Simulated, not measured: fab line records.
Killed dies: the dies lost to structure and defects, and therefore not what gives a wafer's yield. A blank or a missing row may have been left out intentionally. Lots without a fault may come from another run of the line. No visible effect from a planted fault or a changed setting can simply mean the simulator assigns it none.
Which tool is to blame? -- flow n5-finfet -- 11 lots with 31 wafers sampled at 5 steps, on a route of 1938 steps

WHAT THE GAUGES READ, wafer by wafer
No reading from a measuring or inspecting step in the record can be judged against a usual standard deviation.

WHICH TOOL RAN EACH LOT (tool, then ch and the chambers of the sampled wafers, then the start)
lot,N5_MIM_BOT_ETCH_ETCH_00,N5_PASSIVATION_DEGAS_18,N5_PASSIVATION_AL_ETCH_33,N5_PASSIVATION_PECVD_53,N5_PASSIVATION_PROBE_49
L888,"rie-metal-03 ch 0,1, day 13 20:19","pvd-sputter-03, day 13 23:08","rie-metal-03 ch 0,1, day 14 00:02","pecvd-01 ch 0,2, day 14 01:03",-
L892,"rie-metal-02 ch 0,1, day 14 01:37","pvd-sputter-02, day 14 05:09","rie-metal-03 ch 0,1, day 14 05:58","pecvd-02 ch 0,1, day 14 07:02",-
L891,"rie-metal-03 ch 0, day 14 03:31","pvd-sputter-01, day 14 05:41","rie-metal-02 ch 1, day 14 06:38","pecvd-02 ch 0,1, day 14 07:40",-
L890,"rie-metal-01 ch 0,1, day 14 12:11","pvd-sputter-02, day 14 19:22","rie-metal-03 ch 0,1, day 14 20:45","pecvd-04 ch 0,2, day 14 22:07",-
L893,"rie-metal-01 ch 1, day 14 21:00","pvd-sputter-01, day 15 00:20","rie-metal-03 ch 0,1, day 15 12:27","pecvd-02 ch 0,1,2, day 15 13:35",-
L899,"rie-metal-02 ch 0, day 16 07:58","pvd-sputter-02, day 16 10:20","rie-metal-03 ch 0,1, day 16 11:17","pecvd-02 ch 2, day 16 12:18","prober-02, day 16 16:48"
L902,"rie-metal-02 ch 1, day 17 13:02","pvd-sputter-01, day 17 17:40","rie-metal-01 ch 1, day 17 18:29","pecvd-02 ch 1,2, day 17 19:30",-
L905,"rie-metal-03 ch 0, day 17 16:08","pvd-sputter-01, day 17 18:50","rie-metal-02 ch 0,1, day 17 19:42","pecvd-04 ch 0,2, day 17 21:13",-
L904,"rie-metal-01 ch 0,1, day 17 19:38","pvd-sputter-03, day 17 21:58","rie-metal-01 ch 0,1, day 17 23:16","pecvd-04 ch 0,2, day 18 00:14",-
L907,"rie-metal-02 ch 0,1, day 17 23:59","pvd-sputter-01, day 18 04:25","rie-metal-03 ch 1, day 18 05:38","pecvd-01 ch 0,1,2, day 18 06:53",-
L906,"rie-metal-01 ch 0, day 18 10:06","pvd-sputter-03, day 18 13:41","rie-metal-02 ch 0,1, day 18 14:43","pecvd-01 ch 0,2, day 18 15:55",-
- N5_MIM_BOT_ETCH_ETCH_00: etches TiN in Cl2/BCl3, target depth 45.5 nm.
- N5_PASSIVATION_DEGAS_18: time 60 s.
- N5_PASSIVATION_AL_ETCH_33: etches Al in Cl2/BCl3, stops on TaN, target depth 2800 nm, time 466.7 s.
- N5_PASSIVATION_PECVD_53: deposits SiO2 from TEOS/O2, target thk 800 nm, time 169.4 s.
- N5_PASSIVATION_PROBE_49

AS READ BY THE TOOLS THEMSELVES (means over the sampled wafers that have a number; for cases with no such wafer, the mark the record gives instead)
N5_MIM_BOT_ETCH_ETCH_00. Usual: chamber-pressure-mTorr 10.000 mTorr, standard deviation 0.01; drypump-motor-current-A 5.5 A, standard deviation 0.42; oes-product-au 0.79 a.u., standard deviation 0.1; rf-fwd-power-W 993 W, standard deviation 3.3; throttle-valve-pct 22.04 %, standard deviation 0.23.
lot,tool,chamber-pressure-mTorr (mTorr),drypump-motor-current-A (A),oes-product-au (a.u.),rf-fwd-power-W (W),throttle-valve-pct (%),flag
L888,rie-metal-03,9.998,5.2,0.67,993,22.20,
L892,rie-metal-02,9.996,5.8,0.85,994,22.02,
L891,rie-metal-03,9.999,5.2,0.67,996,22.37,
L890,rie-metal-01,10.003,5.6,0.73,994,22.07,
L893,rie-metal-01,9.993,5.5,0.77,986,22.21,
L899,rie-metal-02,9.998,5.1,0.92,997,21.92,
L902,rie-metal-02,10.002,6.1,0.77,992,22.11,
L905,rie-metal-03,10.005,5.2,0.65,995,22.39,
L904,rie-metal-01,9.998,5.9,0.88,995,21.81,
L907,rie-metal-02,9.998,5.8,0.81,993,22.04,
L906,rie-metal-01,9.997,6.1,0.92,996,21.60,

N5_PASSIVATION_DEGAS_18. Usual: heater-power-w reads 473 W (standard deviation 45).
lot,tool,heater-power-w (W),flag
L888,pvd-sputter-03,470,
L892,pvd-sputter-02,506,
L891,pvd-sputter-01,473,
L890,pvd-sputter-02,478,
L893,pvd-sputter-01,449,
L899,pvd-sputter-02,490,
L902,pvd-sputter-01,487,
L905,pvd-sputter-01,456,
L904,pvd-sputter-03,491,
L907,pvd-sputter-01,472,
L906,pvd-sputter-03,471,

N5_PASSIVATION_AL_ETCH_33. Usual: chamber-pressure-mTorr 10.000 mTorr, standard deviation 0.0095; drypump-motor-current-A 5.5 A, standard deviation 0.42; oes-product-au 0.72 a.u., standard deviation 0.1; rf-fwd-power-W 898.1 W, standard deviation 2.6; throttle-valve-pct 34.45 %, standard deviation 0.25.
lot,tool,chamber-pressure-mTorr (mTorr),drypump-motor-current-A (A),oes-product-au (a.u.),rf-fwd-power-W (W),throttle-valve-pct (%),flag
L888,rie-metal-03,10.000,5.1,0.60,898.1,34.46,
L892,rie-metal-03,10.003,5.2,0.60,897.5,34.61,
L891,rie-metal-02,10.001,6.1,0.73,896.8,34.60,
L890,rie-metal-03,9.997,5.2,0.61,899.0,34.57,
L893,rie-metal-03,9.997,5.2,0.60,894.6,34.44,
L899,rie-metal-03,10.014,5.2,0.58,899.1,34.56,
L902,rie-metal-01,9.998,5.5,0.69,890.5,34.61,
L905,rie-metal-02,10.001,5.4,0.78,898.0,34.40,
L904,rie-metal-01,9.998,5.9,0.79,898.0,34.20,
L907,rie-metal-03,10.000,5.1,0.87,899.4,34.16,
L906,rie-metal-02,9.999,5.4,0.78,895.7,34.41,

N5_PASSIVATION_PECVD_53. Usual: run-length-s reads 197.4 s (standard deviation 0.43).
lot,tool,run-length-s (s),flag
L888,pecvd-01,197.9,
L892,pecvd-02,197.2,
L891,pecvd-02,196.9,
L890,pecvd-04,197.5,
L893,pecvd-02,197.4,
L899,pecvd-02,153.5,OFF
L902,pecvd-02,108.6,OFF
L905,pecvd-04,197.6,
L904,pecvd-04,197.3,
L907,pecvd-01,198.1,
L906,pecvd-01,198.2,

N5_PASSIVATION_PROBE_49. Usual: defect-limited-yield 91.6 %, standard deviation 1.4; killed_at_M0_to_M3 35, standard deviation 10; killed_at_M4_up 13, standard deviation 4.8; killed-at-contacts 12, standard deviation 7.2; killed-at-front-end 36, standard deviation 12; killed-at-other 4, standard deviation 3.1; killed-dies 100, standard deviation 17; killed-open 66, standard deviation 13; killed-short 32, standard deviation 7.3; sort_bin_5_function 5.0 %, standard deviation 0.94; sort_bin_6_memory 3.1 %, standard deviation 0.67; sort_bin_8_speed 0.01 %, standard deviation 0.047; sort-n-pass 1080, standard deviation 17; sort-yield-pct 91.6 %, standard deviation 1.4.
lot,tool,defect-limited-yield (%),killed_at_M0_to_M3,killed_at_M4_up,killed-at-contacts,killed-at-front-end,killed-at-other,killed-dies,killed-open,killed-short,sort_bin_5_function (%),sort_bin_6_memory (%),sort_bin_8_speed (%),sort-n-pass,sort-yield-pct (%),flag
L899,prober-02,90.8,29,9,15,43,13,109,79,30,5.3,3.7,0.00,1071,90.8,

THE ANSWER, worked out from the rows above alone
Rule: take the mean of a lot's wafers that have a number; if it is more than 3 standard deviations from the usual mean, the lot is off. Also off: a lot with no number at a reading for which 4 or more lots have one. The other lots that the step has rows for count as sound. Order of review: gauges by route order, followed by the tools' own readings, for which a lot's mean as printed above is used. At the first step where some lot is off, the reading lying furthest off is the one used; lots without a number count as furthest.
Off at N5_PASSIVATION_PECVD_53 (run-length-s): L899, L902.
If a tool, at that step or one of the process steps before it, ran each lot that is off and ran no sound lot following the first of them, it fits. One fits: pecvd-02 at N5_PASSIVATION_PECVD_53. A fault onset in the window from L893 (day 15 13:35, its last sound lot) to L899 (day 16 12:18, its first lot off) fits.
The tool's own readings at N5_PASSIVATION_PECVD_53 bear it out: on the lots that are off they differ by more than 5 times the standard deviation of the sound lots' means. run-length-s reads 131.1 s there against 197.6 s on the sound lots.

WHAT THE SIMULATOR PUT IN
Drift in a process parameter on pecvd-02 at N5_PASSIVATION_PECVD_53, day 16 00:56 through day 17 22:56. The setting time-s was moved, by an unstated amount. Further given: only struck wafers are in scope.
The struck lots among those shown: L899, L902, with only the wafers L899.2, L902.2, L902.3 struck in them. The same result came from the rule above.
